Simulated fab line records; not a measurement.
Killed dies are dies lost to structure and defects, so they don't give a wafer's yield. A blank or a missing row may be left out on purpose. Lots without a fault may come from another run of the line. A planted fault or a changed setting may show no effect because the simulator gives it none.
fab line records	flow nand-harc
[record] lots = 6	wafers = 18	last-day = 24
route steps=1159 shown A_M0@1019 A_M1@1026 END@1159
lots that met no fault: taken from a fault-free run of the same line
start-h: start of the lot's first displayed wafer, in hours after the record's first day	wait-h: hours since the lot's step before	" identical to the entry in the row above	L1.1+2: a single row standing in for several wafers	- no value, or no start was given	* or withheld: withheld	< > ~ a bound
route shown NAME@n: NAME is a module with steps in the file, n the number in the route of the first one	usual: the fault-free wafers' mean and standard deviation	same: alike in all rows	chamber/n: place in a boat	sites: readings site by site	_std_site: standard deviation of those values	_edge_site: the outer-site mean with the inner-site mean subtracted	radius-mm: how far each site lies from the wafer's centre	mask NAME#n: copy n	behind: tool/chamber where the wafer was last shaped	hold: reason for holding the lot/hours on hold/outcome of the hold	device: whichever transistor did not switch (one of n, p or np)	end of line: tests of these same wafers at the route's end	for a step that has no rows: nothing shown but its recipe	killed: not the wafer's yield, but the dies lost to structure and defects at the first sort	map: shows each die of a wafer: x if killed, . if not, _ if none is there
set.NAME: the run value of the setting; set.NAME@STEP: its run value at that earlier step	model.NAME: the simulator's own value behind a step, which no gauge read
lots at some steps of the route; a table a step, a row a wafer
services: the hour from which a tool's chamber was out of use, counted from the record's first day as start-h (under 0 if before that day), plus the number of hours and why
[[steps]]
[step NHARC_A_M0_CMP_23]
[recipe] t-overpolish-s = 20	target-thk-nm = 113.75
[usual] motor-current-A = 12.3/0.88	time-to-endpoint-s = 27.3/2.2
[same] t-overpolish-s = 20
lot.wafer	tool	chamber	start-h	wait-h	motor-current-A	time-to-endpoint-s
L470.1	cmp-04	3	416.88	-	12.3	29.7
L470.3	"	0	"	"	12.7	28.1
L470.6	"	0	"	"	12.3	27.1
L474.3	cmp-04	3	447.01	-	12.2	24.3
L474.1	"	1	"	"	12.3	29.2
L474.5	"	3	"	"	12.3	26.9
L485.2	cmp-04	2	519.62	-	10.4	28.3
L485.6	"	1	"	"	12.0	28.6
L485.5	"	2	"	"	11.4	28.1
L487.1	cmp-02	3	536.93	-	12.1	25.6
L487.2	"	0	"	"	11.8	30.1
L487.6	"	0	"	"	12.3	30.5
L489.4	cmp-04	1	540.83	-	13.1	23.2
L489.2	"	2	"	"	11.6	28.7
L489.6	"	2	"	"	11.5	25.3
L490.4	cmp-04	1	541.48	-	12.7	29.1
L490.3	"	0	"	"	12.9	28.7
L490.6	"	1	"	"	12.9	28.5
[step NHARC_A_M0_THK_MEAS_24]
[recipe] thk-meas-gauge = xrf
[usual] thk-nm = 113.1/1.5
lot.wafer	tool	chamber	start-h	wait-h	thk-nm
L470.1	film-metro-01	-	417.19	-	111.3
L470.3	"	-	"	"	113.7
L470.6	"	-	"	"	113.0
L474.1	film-metro-02	-	447.33	-	112.7
L474.3	"	-	"	"	112.6
L474.5	"	-	"	"	112.3
L485.2	film-metro-02	-	519.91	-	115.3
L485.5	"	-	"	"	110.9
L485.6	"	-	"	"	112.2
L487.1	film-metro-02	-	537.24	-	112.8
L487.2	"	-	"	"	114.4
L487.6	"	-	"	"	114.3
L489.2	film-metro-02	-	541.14	-	113.1
L489.4	"	-	"	"	110.2
L489.6	"	-	"	"	112.3
L490.3	film-metro-02	-	541.80	-	113.1
L490.4	"	-	"	"	113.0
L490.6	"	-	"	"	113.0
[step NHARC_A_M0_SRD_25]
[step NHARC_A_M0_INSPECT_27]
[usual] raw-defect-count = 445/130
lot.wafer	tool	chamber	start-h	wait-h	raw-defect-count
L470.1	defect-inspect-01	-	417.35	0.0	344
L470.3	"	-	"	"	254
L470.6	"	-	"	"	251
L474.1	defect-inspect-01	-	447.49	0.0	538
L474.3	"	-	"	"	716
L474.5	"	-	"	"	514
L485.2	defect-inspect-01	-	520.06	0.0	395
L485.5	"	-	"	"	450
L485.6	"	-	"	"	454
L487.1	defect-inspect-02	-	537.40	0.0	446
L487.2	"	-	"	"	451
L487.6	"	-	"	"	494
L489.2	defect-inspect-02	-	541.31	0.0	385
L489.4	"	-	"	"	504
L489.6	"	-	"	"	529
L490.3	defect-inspect-02	-	541.96	0.0	527
L490.4	"	-	"	"	423
L490.6	"	-	"	"	609
[step NHARC_A_M0_PRE_CLEAN_31]
[recipe] time-s = 12	temp-c = 370	rf-power-w = 300	gas = NH3
[usual] heater-power-w = 640/110	rf-fwd-power-W = 292.6/0.82
lot.wafer	tool	chamber	start-h	wait-h	heater-power-w	rf-fwd-power-W
L470.1	pecvd-04	1	417.42	0.1	784	292.9
L470.3	"	2	"	"	468	292.1
L470.6	"	0	"	"	641	292.5
L474.3	pecvd-04	2	447.56	0.1	475	292.8
L474.1	"	0	"	"	608	293.2
L474.5	"	0	"	"	623	292.5
L485.2	pecvd-01	1	520.33	0.3	653	292.3
L485.5	"	1	"	"	669	291.6
L485.6	"	2	"	"	602	290.4
L487.1	pecvd-04	0	537.47	0.1	608	290.6
L487.2	"	1	"	"	841	291.5
L487.6	"	0	"	"	600	293.0
L489.2	pecvd-02	2	541.37	0.1	586	294.1
L489.4	"	0	"	"	505	292.9
L489.6	"	1	"	"	808	292.7
L490.3	pecvd-02	2	542.05	0.1	605	292.0
L490.4	"	1	"	"	772	293.0
L490.6	"	2	"	"	594	292.2
[step NHARC_A_M0_DEP_32]
[recipe] target-thk-a = 300	temp-c = 370	target-thk-nm = 30	pressure-torr = 3	flow-sccm = 200	rf-w = 450	material = SiCN
[usual] heater-power-w = 575/110	rf-fwd-power-W = 449.2/1.5
lot.wafer	tool	chamber	start-h	wait-h	heater-power-w	rf-fwd-power-W
L470.1	pecvd-04	1	417.50	0.1	811	449.2
L470.3	"	2	"	"	417	449.9
L470.6	"	0	"	"	549	446.8
L474.3	pecvd-04	2	447.64	0.1	401	450.3
L474.1	"	0	"	"	623	449.4
L474.5	"	0	"	"	614	447.9
L485.2	pecvd-01	1	520.45	0.1	639	450.8
L485.5	"	1	"	"	624	449.8
L485.6	"	2	"	"	562	450.8
L487.1	pecvd-04	0	537.55	0.1	509	446.6
L487.2	"	1	"	"	781	450.0
L487.6	"	0	"	"	516	448.2
L489.2	pecvd-02	2	541.45	0.1	535	450.8
L489.4	"	0	"	"	484	448.0
L489.6	"	1	"	"	737	447.5
L490.3	pecvd-02	2	542.19	0.1	626	448.1
L490.4	"	1	"	"	756	447.9
L490.6	"	2	"	"	628	446.5
[step NHARC_A_M1_DEP_00]
[recipe] target-thk-a = 1825	target-thk-nm = 182.5	temp-c = withheld	pressure-torr = 5	flow-sccm = 200	rf-w = 600	material = SiOC
[step NHARC_A_M1_DEHYDRATE_01]
[recipe] temp-c = 150	time-s = 120
[step NHARC_A_M1_HMDS_02]
[recipe] time-s = 30
[step NHARC_A_M1_COAT_34]
[recipe] temp-c = 200	time-s = 65
[step NHARC_A_M1_COAT_03]
[recipe] spin-rpm = 1500	resist-thk-nm = 90
[step NHARC_A_M1_SOFTBAKE_04]
[recipe] temp-c = 105	time-s = 55
[usual] exhaust-pa = 45.0/0.9	heater-power-total-W = 188.44/0.13
lot.wafer	tool	chamber	start-h	wait-h	exhaust-pa	heater-power-total-W
L470.1	litho-track-01	0	418	-	45.7	188.34
L470.3	"	0	"	"	43.8	188.36
L470.6	"	0	"	"	44.5	188.73
L474.1	litho-track-04	0	448	-	45.7	188.38
L474.3	"	0	"	"	45.5	188.46
L474.5	"	0	"	"	46.6	188.37
L485.2	litho-track-01	0	521	-	44.9	192.95
L485.5	"	0	"	"	45.1	192.94
L485.6	"	0	"	"	45.1	192.65
L487.1	litho-track-01	0	538	-	44.9	192.64
L487.2	"	0	"	"	45.2	192.65
L487.6	"	0	"	"	44.0	192.70
L489.2	litho-track-06	0	542	-	43.6	188.48
L489.4	"	0	"	"	43.4	188.51
L489.6	"	0	"	"	45.0	188.30
L490.3	litho-track-04	0	542	-	44.8	188.38
L490.4	"	0	"	"	44.9	188.40
L490.6	"	0	"	"	46.0	188.63
[step NHARC_A_M1_EBR_05]
[step NHARC_END_SORT_01]
[recipe] temp-c = 25
[usual] defect-limited-yield = 95.8/1.4	killed-at-array = 24/8.8	killed-at-other = 0.7/0.99	killed-at-periphery = 3.5/2.6	killed-dies = 28/9.3	killed-open = 3.2/1.7	killed-short = 1.7/1.4	sort_bin_2_pct = 1.3/0.6	sort_bin_3_pct = 0.24/0.2	sort_bin_4_pct = 2.6/0.88	sort-n-pass = 649/9.3	sort-rim-yield-pct = 94/3.2	sort-yield-pct = 95.8/1.4
[same] gross-dies = 677	sort_bin_5_pct[%] = 0	sort_bin_6_pct[%] = 0	sort_bin_7_pct[%] = 0	sort_bin_8_pct[%] = 0	sort-rim-n-gross = 106.00
lot.wafer	tool	chamber	start-h	wait-h	defect-limited-yield[%]	killed-at-array	killed-at-other	killed-at-periphery	killed-dies	killed-open	killed-short	sort_bin_2_pct[%]	sort_bin_3_pct[%]	sort_bin_4_pct[%]	sort-n-pass	sort-rim-yield-pct[%]	sort-yield-pct[%]
L470.1	prober-01	0	463.61	2.5	93.8	32	0	10	42	3	3	1.2	0.44	4.6	635	87	93.8
L470.3	prober-01	0	465.19	3.1	95.4	27	0	4	31	4	1	1.2	0.44	3.0	646	90	95.4
L470.6	prober-01	0	467.57	4.0	96.0	21	0	6	27	2	0	1.3	0	2.7	650	95	96.0
L474.1	prober-01	0	486.90	2.5	97.0	15	2	3	20	2	3	0.7	0	2.2	657	96	97.0
L474.3	prober-01	0	488.52	3.1	96.3	22	0	3	25	5	3	1.2	0.30	2.2	652	97	96.3
L474.5	prober-01	0	490.13	3.7	98.5	8	1	1	10	1	2	0.3	0	1.2	667	98	98.5
L485.2	prober-01	0	555.20	2.8	92.9	40	6	2	48	2	1	2.1	0.30	4.7	629	92	92.9
L485.5	prober-01	0	557.62	3.7	94.8	33	0	2	35	4	0	1.8	0.15	3.2	642	92	94.8
L485.6	prober-01	0	558.42	4.0	94.2	36	0	3	39	6	1	2.1	0.30	3.4	638	92	94.2
L487.1	prober-01	0	574.07	2.5	92.5	48	0	3	51	4	2	3.1	0.44	4.0	626	89	92.5
L487.2	prober-01	0	574.87	2.8	94.2	37	1	1	39	7	1	1.6	0.74	3.4	638	86	94.2
L487.6	prober-01	0	578.05	4.0	90.7	61	1	1	63	2	0	3.2	0.59	5.5	614	87	90.7
L490.3	prober-02	0	580.58	3.1	95.6	22	0	8	30	2	1	1.3	0.30	2.8	647	95	95.6
L490.4	prober-02	0	581.38	3.4	95.0	26	2	6	34	2	0	2.4	0.30	2.4	643	89	95.0
L490.6	prober-02	0	582.97	4.0	95.9	18	0	10	28	3	2	1.8	0.30	2.1	649	92	95.9
L489.2	prober-01	0	582.61	2.8	96.2	24	1	1	26	4	0	0.9	0.15	2.8	651	98	96.2
L489.4	prober-01	0	584.21	3.4	97.0	16	0	4	20	3	3	0.7	0	2.2	657	99	97.0
L489.6	prober-01	0	585.81	4.0	96.5	21	0	3	24	3	0	1.8	0	1.8	653	94	96.5
// killed by level:class
L470.1 A_CHANNEL_HOLE_D1:chamber-film-flake=14 A_CONTACT:chamber-film-flake=7 P_M2:chamber-film-flake=4 A_STAIRCASE:chamber-film-flake=4 P_STI:chamber-film-flake=2 A_SLIT:chamber-film-flake=2 A_M0:chamber-film-flake=2 P_GATE:geometric-particle:open=1
L470.3 A_CHANNEL_HOLE_D1:chamber-film-flake=10 A_STAIRCASE:chamber-film-flake=7 A_CONTACT:chamber-film-flake=3 A_CONTACT:geometric-particle:open=2 P_M2:chamber-film-flake=2 A_SLIT:chamber-film-flake=2 P_CONTACT:geometric-particle:open=1 A_CHANNEL_FILL_D1:geometric-particle:short=1
L470.6 A_CHANNEL_HOLE_D1:chamber-film-flake=11 P_M2:chamber-film-flake=4 A_STAIRCASE:chamber-film-flake=3 A_CONTACT:chamber-film-flake=3 P_STI:chamber-film-flake=2 A_ONON_D1:geometric-particle:open=1 A_CONTACT:geometric-particle:open=1 A_SLIT:chamber-film-flake=1
L474.1 A_CONTACT:chamber-film-flake=6 A_CHANNEL_HOLE_D1:chamber-film-flake=5 A_STAIRCASE:chamber-film-flake=2 P_CONTACT:geometric-particle:open=1 P_M0:geometric-particle:short=1 A_BLC:geometric-particle:short=1 A_M0:geometric-particle:open=1 P_GATE:chamber-film-flake=1
L474.3 A_CONTACT:chamber-film-flake=9 A_CHANNEL_HOLE_D1:chamber-film-flake=5 A_ONON_D1:geometric-particle:open=2 A_STAIRCASE:chamber-film-flake=2 P_M0:geometric-particle:short=1 P_M0:geometric-particle:open=1 A_ONON_D1:geometric-particle:short=1 A_CHANNEL_HOLE_D1:geometric-particle:open=1
L474.5 A_CHANNEL_HOLE_D1:chamber-film-flake=3 A_ONON_D1:geometric-particle:short=2 A_CONTACT:chamber-film-flake=2 A_M1:geometric-particle:open=1 P_GATE:chamber-film-flake=1 THIN_TSV:chamber-film-flake=1
L485.2 A_CHANNEL_HOLE_D1:chamber-film-flake=18 A_BONDPAD:chamber-film-flake=7 A_CONTACT:chamber-film-flake=6 THIN_TSV:chamber-film-flake=6 A_ZERO_WELL:chamber-film-flake=4 A_STAIRCASE:chamber-film-flake=4 P_M0:geometric-particle:short=1 P_M0:geometric-particle:open=1
L485.5 A_CHANNEL_HOLE_D1:chamber-film-flake=17 A_BONDPAD:chamber-film-flake=6 A_CONTACT:chamber-film-flake=5 A_ZERO_WELL:chamber-film-flake=2 P_GATE:geometric-particle:open=1 P_M0:geometric-particle:open=1 A_WL_FILL:geometric-particle:open=1 A_CONTACT:geometric-particle:open=1
L485.6 A_CHANNEL_HOLE_D1:chamber-film-flake=15 A_CONTACT:chamber-film-flake=5 A_BONDPAD:chamber-film-flake=5 A_M0:geometric-particle:open=2 A_SLIT:chamber-film-flake=2 A_WL_FILL:chamber-film-flake=2 P_M0:geometric-particle:open=1 A_ONON_D1:geometric-particle:short=1
L487.1 A_CHANNEL_HOLE_D1:chamber-film-flake=21 A_SLIT:chamber-film-flake=16 A_STAIRCASE:chamber-film-flake=3 A_M0:geometric-particle:open=2 P_M0:chamber-film-flake=2 A_CONTACT:chamber-film-flake=2 A_SGD_CUT:geometric-particle:short=1 A_WL_FILL:geometric-particle:open=1
L487.2 A_CHANNEL_HOLE_D1:chamber-film-flake=16 A_SLIT:chamber-film-flake=10 A_CONTACT:chamber-film-flake=4 A_WL_FILL:geometric-particle:open=2 A_M1:geometric-particle:open=2 P_CONTACT:geometric-particle:open=1 A_SOURCE_PLATE:geometric-particle:open=1 A_ONON_D1:geometric-particle:short=1
L487.6 A_SLIT:chamber-film-flake=26 A_CHANNEL_HOLE_D1:chamber-film-flake=24 A_STAIRCASE:chamber-film-flake=6 A_CONTACT:chamber-film-flake=4 P_M0:geometric-particle:open=1 A_ONON_D1:geometric-particle:open=1 THIN_TSV:chamber-film-flake=1
L490.3 A_SLIT:chamber-film-flake=15 P_STI:chamber-film-flake=6 P_ZERO_WELL:chamber-film-flake=2 A_CHANNEL_HOLE_D1:chamber-film-flake=2 A_STAIRCASE:chamber-film-flake=2 A_WL_FILL:geometric-particle:short=1 A_BLC:geometric-particle:open=1 A_M0:geometric-particle:open=1
L490.4 A_SLIT:chamber-film-flake=13 A_CHANNEL_HOLE_D1:chamber-film-flake=7 P_STI:chamber-film-flake=4 A_STAIRCASE:chamber-film-flake=4 THIN_TSV:chamber-film-flake=2 P_GATE:geometric-particle:open=1 A_CHANNEL_FILL_D1:geometric-particle:open=1 P_M1:chamber-film-flake=1
L489.2 A_CHANNEL_HOLE_D1:chamber-film-flake=9 A_CONTACT:chamber-film-flake=8 A_STAIRCASE:chamber-film-flake=3 A_ONON_D1:geometric-particle:open=1 A_SGD_CUT:geometric-particle:open=1 A_WL_FILL:geometric-particle:open=1 STARTING-WAFER:geometric-particle:open=1 P_ZERO_WELL:chamber-film-flake=1
L490.6 A_SLIT:chamber-film-flake=6 A_STAIRCASE:chamber-film-flake=6 P_STI:chamber-film-flake=5 A_CHANNEL_HOLE_D1:chamber-film-flake=3 P_GATE:geometric-particle:short=1 P_GATE:geometric-particle:open=1 P_M0:geometric-particle:short=1 A_SOURCE_PLATE:geometric-particle:open=1
L489.4 A_CONTACT:chamber-film-flake=5 P_ZERO_WELL:chamber-film-flake=3 A_CHANNEL_HOLE_D1:chamber-film-flake=3 A_STAIRCASE:chamber-film-flake=3 A_WL_FILL:geometric-particle:short=2 P_CONTACT:geometric-particle:open=1 A_SOURCE_PLATE:geometric-particle:open=1 A_SOURCE_PLATE:geometric-particle:short=1
L489.6 A_CHANNEL_HOLE_D1:chamber-film-flake=10 A_CONTACT:chamber-film-flake=6 A_STAIRCASE:chamber-film-flake=4 P_GATE:geometric-particle:open=1 P_M1:geometric-particle:open=1 A_CHANNEL_FILL_D1:geometric-particle:open=1 P_ZERO_WELL:chamber-film-flake=1
[[services]]
tool	chamber	start-h	hours	kind
cmp-04	-	399.06	4.0	pm
cmp-04	-	403.06	-	consumable-replace:conditioner
cmp-04	-	403.06	-	consumable-replace:pad
pecvd-01	-	418.18	13.0	pm
cmp-02	-	422.50	4.0	pm
cmp-04	-	431.73	0.6	repair
litho-track-01	-	443.00	7.0	pm
litho-track-06	-	467.00	7.0	pm
cmp-04	-	471.75	1.2	repair
litho-track-04	-	491.00	7.0	pm
cmp-04	-	497.06	4.0	pm
cmp-04	-	501.06	-	consumable-replace:conditioner
cmp-04	-	501.06	-	consumable-replace:pad
cmp-04	-	502.33	0.8	repair
pecvd-01	0	513.66	10.5	repair
pecvd-02	-	515.78	13.0	pm
pecvd-02	0	515.78	13.0	vent-cycle
pecvd-02	1	515.78	13.0	vent-cycle
pecvd-02	2	515.78	13.0	vent-cycle
cmp-02	-	520.53	4.0	pm
cmp-04	-	527.14	3.0	repair
pecvd-02	0	528.78	-	clean
pecvd-02	1	528.78	-	clean
pecvd-02	1	530.97	3.9	repair
[[key]]
[first-sign] step = NHARC_A_M1_SOFTBAKE_04	reading = heater-power-total-W	direction = up	sigmas = 33	usual = *	struck = *
effect none on later readings
met-at NHARC_A_M1_SOFTBAKE_04
struck-wafers L485.2,L485.5,L485.6,L487.1,L487.2,L487.6
onset-between 418 521
[fault] kind = process-parameter-drift	tool = litho-track-01	chamber = -	onset-h = 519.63	steps = NHARC_A_M1_SOFTBAKE_04	channel = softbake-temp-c	offset = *	shape = step	end-h = 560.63	acts-in = *	stated = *
